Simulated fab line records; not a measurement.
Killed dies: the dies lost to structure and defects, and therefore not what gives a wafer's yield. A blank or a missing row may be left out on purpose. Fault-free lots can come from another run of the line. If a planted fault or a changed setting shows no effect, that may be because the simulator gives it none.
Matching of chambers :: flow nand_harc :: 4 sister chambers for NHARC_A_STAIRCASE_TRIM_12 on rie_diel-06
The step chemistry O2, time 211.2 s. 16 wafers are shown with their chamber, then 8 later ones without.

WAFERS PAIRED WITH THEIR CHAMBERS
wafer: L074.1
chamber: 3
drypump_motor_current_A (A): 5.3
showerhead_plenum_p_Torr (Torr): 3.53
oes_product_au (a.u.): 1.002

wafer: L074.5
chamber: 1
drypump_motor_current_A (A): 5.6
showerhead_plenum_p_Torr (Torr): 3.29
oes_product_au (a.u.): 0.994

wafer: L074.6
chamber: 2
drypump_motor_current_A (A): 6.2
showerhead_plenum_p_Torr (Torr): 3.56
oes_product_au (a.u.): 0.990

wafer: L076.1
chamber: 3
drypump_motor_current_A (A): 5.3
showerhead_plenum_p_Torr (Torr): 3.53
oes_product_au (a.u.): 1.011

wafer: L076.2
chamber: 1
drypump_motor_current_A (A): 5.6
showerhead_plenum_p_Torr (Torr): 3.29
oes_product_au (a.u.): 0.990

wafer: L076.4
chamber: 2
drypump_motor_current_A (A): 6.2
showerhead_plenum_p_Torr (Torr): 3.55
oes_product_au (a.u.): 0.978

wafer: L079.1
chamber: 3
drypump_motor_current_A (A): 5.3
showerhead_plenum_p_Torr (Torr): 3.52
oes_product_au (a.u.): 1.010

wafer: L079.2
chamber: 1
drypump_motor_current_A (A): 5.6
showerhead_plenum_p_Torr (Torr): 3.28
oes_product_au (a.u.): 1.007

wafer: L079.3
chamber: 0
drypump_motor_current_A (A): 5.2
showerhead_plenum_p_Torr (Torr): 3.40
oes_product_au (a.u.): 1.006

wafer: L082.2
chamber: 0
drypump_motor_current_A (A): 5.2
showerhead_plenum_p_Torr (Torr): 3.39
oes_product_au (a.u.): 0.991

wafer: L082.4
chamber: 2
drypump_motor_current_A (A): 6.3
showerhead_plenum_p_Torr (Torr): 3.54
oes_product_au (a.u.): 0.976

wafer: L082.5
chamber: 1
drypump_motor_current_A (A): 5.6
showerhead_plenum_p_Torr (Torr): 3.27
oes_product_au (a.u.): 0.996

wafer: L086.2
chamber: 1
drypump_motor_current_A (A): 5.6
showerhead_plenum_p_Torr (Torr): 3.27
oes_product_au (a.u.): 0.997

wafer: L086.5
chamber: 3
drypump_motor_current_A (A): 5.3
showerhead_plenum_p_Torr (Torr): 3.51
oes_product_au (a.u.): 1.010

wafer: L086.6
chamber: 2
drypump_motor_current_A (A): 6.3
showerhead_plenum_p_Torr (Torr): 3.54
oes_product_au (a.u.): 0.987

wafer: L089.1
chamber: 0
drypump_motor_current_A (A): 5.3
showerhead_plenum_p_Torr (Torr): 3.38
oes_product_au (a.u.): 1.008

SIGNATURES (averages over the wafers above)
reading: drypump_motor_current_A
chamber 0: 5.233
chamber 1: 5.600
chamber 2: 6.250
chamber 3: 5.300
scatter within a chamber: 0.0373

reading: showerhead_plenum_p_Torr
chamber 0: 3.3900
chamber 1: 3.2800
chamber 2: 3.5475
chamber 3: 3.5225
scatter within a chamber: 0.00979

reading: oes_product_au
chamber 0: 1.00167
chamber 1: 0.99680
chamber 2: 0.98275
chamber 3: 1.00825
scatter within a chamber: 0.0066
Rule: distance of a wafer from a chamber = root of the sum over the readings of ((wafer's reading minus chamber's mean) / reading's scatter) squared. If the next closest chamber is less than 2 further off than the closest, the wafer can't be placed; otherwise it belongs to the closest. The scatter is the square root of a quotient: the sum, over the shown wafers, of each reading's squared deviation from its chamber's mean, divided by wafers minus chambers.

WAFERS WHOSE CHAMBER IS MISSING
wafer: L089.4
drypump_motor_current_A (A): 6.3
showerhead_plenum_p_Torr (Torr): 3.53
oes_product_au (a.u.): 0.994

wafer: L089.5
drypump_motor_current_A (A): 5.3
showerhead_plenum_p_Torr (Torr): 3.38
oes_product_au (a.u.): 1.006

wafer: L090.2
drypump_motor_current_A (A): 5.3
showerhead_plenum_p_Torr (Torr): 3.38
oes_product_au (a.u.): 1.014

wafer: L090.3
drypump_motor_current_A (A): 5.3
showerhead_plenum_p_Torr (Torr): 3.50
oes_product_au (a.u.): 0.988

wafer: L090.6
drypump_motor_current_A (A): 6.2
showerhead_plenum_p_Torr (Torr): 3.53
oes_product_au (a.u.): 0.994

wafer: L095.2
drypump_motor_current_A (A): 6.2
showerhead_plenum_p_Torr (Torr): 3.52
oes_product_au (a.u.): 0.988

wafer: L095.4
drypump_motor_current_A (A): 5.2
showerhead_plenum_p_Torr (Torr): 3.49
oes_product_au (a.u.): 0.998

wafer: L095.5
drypump_motor_current_A (A): 6.3
showerhead_plenum_p_Torr (Torr): 3.52
oes_product_au (a.u.): 0.988

EACH ONE'S CHAMBER
wafer: L089.4
from the rows above: 2
in truth: 2

wafer: L089.5
from the rows above: 0
in truth: 0

wafer: L090.2
from the rows above: 0
in truth: 0

wafer: L090.3
from the rows above: 3
in truth: 3

wafer: L090.6
from the rows above: 2
in truth: 2

wafer: L095.2
from the rows above: 2
in truth: 2

wafer: L095.4
from the rows above: 3
in truth: 3

wafer: L095.5
from the rows above: 2
in truth: 2
Placed correctly: 8 of 8. Can't be placed from these rows: 0. 0 placed wrongly.
